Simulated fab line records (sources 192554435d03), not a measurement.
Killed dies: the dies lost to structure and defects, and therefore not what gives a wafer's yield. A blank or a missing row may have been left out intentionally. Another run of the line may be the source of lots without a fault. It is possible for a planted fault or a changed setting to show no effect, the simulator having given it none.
Chamber matching / flow n5Finfet / rieDiel-03 running N5_GATE_CUT_STRIP_59: 4 sister chambers
The step strips in N2/H2, time 20 s. 8 wafers are shown with their chamber, then 9 later ones without.

== WAFERS PAIRED WITH THEIR CHAMBERS ==
wafer=L079.6; chamber=2; showerheadPlenumPTorr (Torr)=3.49; drypumpMotorCurrentA (A)=6.2
wafer=L083.6; chamber=3; showerheadPlenumPTorr (Torr)=3.29; drypumpMotorCurrentA (A)=5.9
wafer=L084.1; chamber=3; showerheadPlenumPTorr (Torr)=3.29; drypumpMotorCurrentA (A)=5.8
wafer=L084.2; chamber=0; showerheadPlenumPTorr (Torr)=3.52; drypumpMotorCurrentA (A)=5.8
wafer=L084.5; chamber=0; showerheadPlenumPTorr (Torr)=3.52; drypumpMotorCurrentA (A)=5.7
wafer=L092.2; chamber=2; showerheadPlenumPTorr (Torr)=3.48; drypumpMotorCurrentA (A)=6.2
wafer=L092.4; chamber=1; showerheadPlenumPTorr (Torr)=3.21; drypumpMotorCurrentA (A)=6.9
wafer=L092.6; chamber=1; showerheadPlenumPTorr (Torr)=3.21; drypumpMotorCurrentA (A)=6.8

== WAFERS WITHOUT THEIR CHAMBER ==
wafer=L093.1; showerheadPlenumPTorr (Torr)=3.28; drypumpMotorCurrentA (A)=5.9
wafer=L093.4; showerheadPlenumPTorr (Torr)=3.51; drypumpMotorCurrentA (A)=5.8
wafer=L093.6; showerheadPlenumPTorr (Torr)=3.51; drypumpMotorCurrentA (A)=5.8
wafer=L094.1; showerheadPlenumPTorr (Torr)=3.50; drypumpMotorCurrentA (A)=5.8
wafer=L094.2; showerheadPlenumPTorr (Torr)=3.28; drypumpMotorCurrentA (A)=5.8
wafer=L094.3; showerheadPlenumPTorr (Torr)=3.21; drypumpMotorCurrentA (A)=6.8
wafer=L095.3; showerheadPlenumPTorr (Torr)=3.50; drypumpMotorCurrentA (A)=5.8
wafer=L095.5; showerheadPlenumPTorr (Torr)=3.28; drypumpMotorCurrentA (A)=5.9
wafer=L095.6; showerheadPlenumPTorr (Torr)=3.47; drypumpMotorCurrentA (A)=6.2

== CHAMBER TAKEN BY EACH ==
wafer=L093.1; from the rows above=3; in truth=3
wafer=L093.4; from the rows above=0; in truth=0
wafer=L093.6; from the rows above=0; in truth=0
wafer=L094.1; from the rows above=0; in truth=0
wafer=L094.2; from the rows above=3; in truth=3
wafer=L094.3; from the rows above=1; in truth=1
wafer=L095.3; from the rows above=0; in truth=0
wafer=L095.5; from the rows above=3; in truth=3
wafer=L095.6; from the rows above=2; in truth=2
Correct placement for 9 of the 9. Can't be placed from these rows: 0. Number placed wrongly: 0.
How it was worked out, from the rows above alone: a wafer's distance from a chamber is the root of the sum, over the readings, of the square of ((its reading less the chamber's mean) divided by the reading's scatter). If the next closest chamber is less than 2 further off than the closest, the wafer can't be placed; otherwise it belongs to the closest. A chamber's mean is the mean of its shown wafers. How the scatter is found: for the shown wafers, subtract from each reading the mean of its chamber, square and add these, divide the total by (wafers less chambers), then take the root.
